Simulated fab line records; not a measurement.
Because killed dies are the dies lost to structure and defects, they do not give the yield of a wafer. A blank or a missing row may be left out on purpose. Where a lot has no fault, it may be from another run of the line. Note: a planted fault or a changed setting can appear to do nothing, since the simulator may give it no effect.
Lot-split experiment || flow n5_finfet || 7 lots, 21 wafers read, on a route of 1938 steps

ABOUT THE SPLIT
At N5_BEOL_M9_EXPOSE_08 (exposes mask M9), the setting dose_mj was moved away from the recipe's 53.75 on 9 of the 21 wafers read, by +2.3% to +7.5%. This setting was run at the recipe's value on the other wafers.

FROM THE SPLIT TO THE READING: what the file shows between them, 15 steps
- N5_BEOL_M9_PEB_09: peb time 60 s
- N5_BEOL_M9_DEVELOP_10: develop time 30 s
- N5_BEOL_M9_CD_MEAS_11: target cd 64.1 nm
- N5_BEOL_M9_DESCUM_16: chemistry O2, time 7.9 s
- N5_BEOL_M9_ETCH_61: etches SiARC in CF4, target depth 39 nm, time 65 s
- N5_BEOL_M9_ETCH_62: etches SOC in N2/H2, target depth 110 nm, overetch 22 nm, time 165 s
- N5_BEOL_M9_STRIP_68: strips in N2/H2
- N5_BEOL_M9_STRIP_67: strips in CF4
- N5_BEOL_M9_HM_OPEN_17: chemistry Cl2/BCl3, target TiN, target depth 20 nm, overetch 6 nm
- N5_BEOL_M9_STRIP_19: strips in O2
- N5_BEOL_M9_CD_MEAS_18: pitch 140 nm, target cd 70 nm
- N5_BEOL_M9_COAT_63: time 60 s, resist thk 60 nm
- N5_BEOL_M9_COAT_64: time 60 s, resist thk 12 nm
- N5_BEOL_M9_PRECLEAN_42: cleans in residue remover, time 60 s
- N5_BEOL_M9_SRD_43: time 30 s

THE READING
cd_nm, in nm, at N5_BEOL_M9_CD_MEAS_35 (target cd 70 nm, target cd y 40 nm). Typical for fault-free wafers on this fab line: 70.0 nm, with standard deviation 0.59 nm.

{"wafer": "L075.1", "tool, chamber at the split": "arfi_scanner-03, 0", "dose_mj as run": 57.77, "against the recipe": "+7.5%", "cd_nm, nm": 75.0, "against lot-mates on the recipe": "+4.3"}
{"wafer": "L075.3", "tool, chamber at the split": "arfi_scanner-03, 0", "dose_mj as run": 53.75, "against the recipe": "recipe", "cd_nm, nm": 70.7, "against lot-mates on the recipe": "-"}
{"wafer": "L075.6", "tool, chamber at the split": "arfi_scanner-03, 0", "dose_mj as run": 57.77, "against the recipe": "+7.5%", "cd_nm, nm": 74.3, "against lot-mates on the recipe": "+3.6"}
{"wafer": "L081.2", "tool, chamber at the split": "arfi_scanner-01, 0", "dose_mj as run": 53.75, "against the recipe": "recipe", "cd_nm, nm": 70.7, "against lot-mates on the recipe": "-"}
{"wafer": "L081.5", "tool, chamber at the split": "arfi_scanner-01, 0", "dose_mj as run": 53.75, "against the recipe": "recipe", "cd_nm, nm": 69.8, "against lot-mates on the recipe": "-"}
{"wafer": "L081.6", "tool, chamber at the split": "arfi_scanner-01, 0", "dose_mj as run": 53.75, "against the recipe": "recipe", "cd_nm, nm": 69.1, "against lot-mates on the recipe": "-"}
{"wafer": "L083.1", "tool, chamber at the split": "arfi_scanner-03, 0", "dose_mj as run": 53.75, "against the recipe": "recipe", "cd_nm, nm": 69.1, "against lot-mates on the recipe": "-"}
{"wafer": "L083.3", "tool, chamber at the split": "arfi_scanner-03, 0", "dose_mj as run": 54.96, "against the recipe": "+2.3%", "cd_nm, nm": 70.9, "against lot-mates on the recipe": "+1.8"}
{"wafer": "L083.4", "tool, chamber at the split": "arfi_scanner-03, 0", "dose_mj as run": 54.96, "against the recipe": "+2.3%", "cd_nm, nm": 70.9, "against lot-mates on the recipe": "+1.8"}
{"wafer": "L086.2", "tool, chamber at the split": "arfi_scanner-01, 0", "dose_mj as run": 57.13, "against the recipe": "+6.3%", "cd_nm, nm": 73.7, "against lot-mates on the recipe": "+3.2"}
{"wafer": "L086.4", "tool, chamber at the split": "arfi_scanner-01, 0", "dose_mj as run": 53.75, "against the recipe": "recipe", "cd_nm, nm": 70.5, "against lot-mates on the recipe": "-"}
{"wafer": "L086.6", "tool, chamber at the split": "arfi_scanner-01, 0", "dose_mj as run": 57.13, "against the recipe": "+6.3%", "cd_nm, nm": 73.1, "against lot-mates on the recipe": "+2.6"}
{"wafer": "L088.1", "tool, chamber at the split": "arfi_scanner-01, 0", "dose_mj as run": 53.75, "against the recipe": "recipe", "cd_nm, nm": 70.3, "against lot-mates on the recipe": "-"}
{"wafer": "L088.3", "tool, chamber at the split": "arfi_scanner-01, 0", "dose_mj as run": 53.75, "against the recipe": "recipe", "cd_nm, nm": 70.4, "against lot-mates on the recipe": "-"}
{"wafer": "L088.6", "tool, chamber at the split": "arfi_scanner-01, 0", "dose_mj as run": 53.75, "against the recipe": "recipe", "cd_nm, nm": 69.8, "against lot-mates on the recipe": "-"}
{"wafer": "L093.1", "tool, chamber at the split": "arfi_scanner-02, 0", "dose_mj as run": 56.96, "against the recipe": "+6.0%", "cd_nm, nm": 73.0, "against lot-mates on the recipe": "no lot-mate on the recipe"}
{"wafer": "L093.2", "tool, chamber at the split": "arfi_scanner-02, 0", "dose_mj as run": 56.96, "against the recipe": "+6.0%", "cd_nm, nm": 73.3, "against lot-mates on the recipe": "no lot-mate on the recipe"}
{"wafer": "L093.4", "tool, chamber at the split": "arfi_scanner-02, 0", "dose_mj as run": 56.96, "against the recipe": "+6.0%", "cd_nm, nm": 73.4, "against lot-mates on the recipe": "no lot-mate on the recipe"}
{"wafer": "L095.2", "tool, chamber at the split": "arfi_scanner-01, 0", "dose_mj as run": 53.75, "against the recipe": "recipe", "cd_nm, nm": 69.7, "against lot-mates on the recipe": "-"}
{"wafer": "L095.4", "tool, chamber at the split": "arfi_scanner-01, 0", "dose_mj as run": 53.75, "against the recipe": "recipe", "cd_nm, nm": 69.1, "against lot-mates on the recipe": "-"}
{"wafer": "L095.6", "tool, chamber at the split": "arfi_scanner-01, 0", "dose_mj as run": 53.75, "against the recipe": "recipe", "cd_nm, nm": 70.3, "against lot-mates on the recipe": "-"}

FIT RESULTS
A straight line over all 21 wafers: cd_nm changes by +0.58 nm for each +1% of dose_mj; r = +0.96; the points scatter about the line by 0.53 nm.
The same after taking each lot's own level away (the mean of its wafers on the recipe; 18 wafers): +0.506 nm for each +1%; r = +0.95; scatter 0.48 nm.
That fit puts the effect of the largest move of dose_mj on the reading at 3.8 nm.
From 69.10 to 70.70 nm: that is the span of the lots' own levels, equal to 2.7 times the standard deviation above.
In other words, the slope is changed by the lot-to-lot level; the two fits disagree.
Check: +3.67 nm against its lot-mates is what the line predicts for one of the wafers moved furthest among these (+7.5%) when that wafer is left out of the fit. It came out at +4.3 nm against them.

THE WHOLE CHAIN: every reading that the file lists as answering this split, in the file's order
{"step": "N5_BEOL_M9_CD_MEAS_11", "what it does": "target cd 64.1 nm", "reading": "cd_nm", "change (the file's fit)": "+0.501 nm for each +1% of the setting", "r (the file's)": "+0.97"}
{"step": "N5_BEOL_M9_ETCH_61", "what it does": "etches SiARC in CF4, target depth 39 nm, time 65 s", "reading": "BEOL_M9.cd_offset_nm (the simulator's own value, which no gauge read)", "change (the file's fit)": "+0.492 nm for each +1% of the setting", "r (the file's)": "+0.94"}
{"step": "N5_BEOL_M9_ETCH_62", "what it does": "etches SOC in N2/H2, target depth 110 nm, overetch 22 nm, time 165 s", "reading": "BEOL_M9.cd_offset_nm (the simulator's own value, which no gauge read)", "change (the file's fit)": "+0.507 nm for each +1% of the setting", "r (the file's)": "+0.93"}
{"step": "N5_BEOL_M9_CD_MEAS_18", "what it does": "pitch 140 nm, target cd 70 nm", "reading": "cd_nm", "change (the file's fit)": "+0.486 nm for each +1% of the setting", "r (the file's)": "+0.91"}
{"step": "N5_BEOL_M9_CD_MEAS_35", "what it does": "target cd 70 nm, target cd y 40 nm", "reading": "cd_nm", "change (the file's fit)": "+0.518 nm for each +1% of the setting", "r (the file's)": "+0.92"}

FILE'S OWN FIT
cd_nm changes by +0.518 nm for each +1% of dose_mj, r = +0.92.
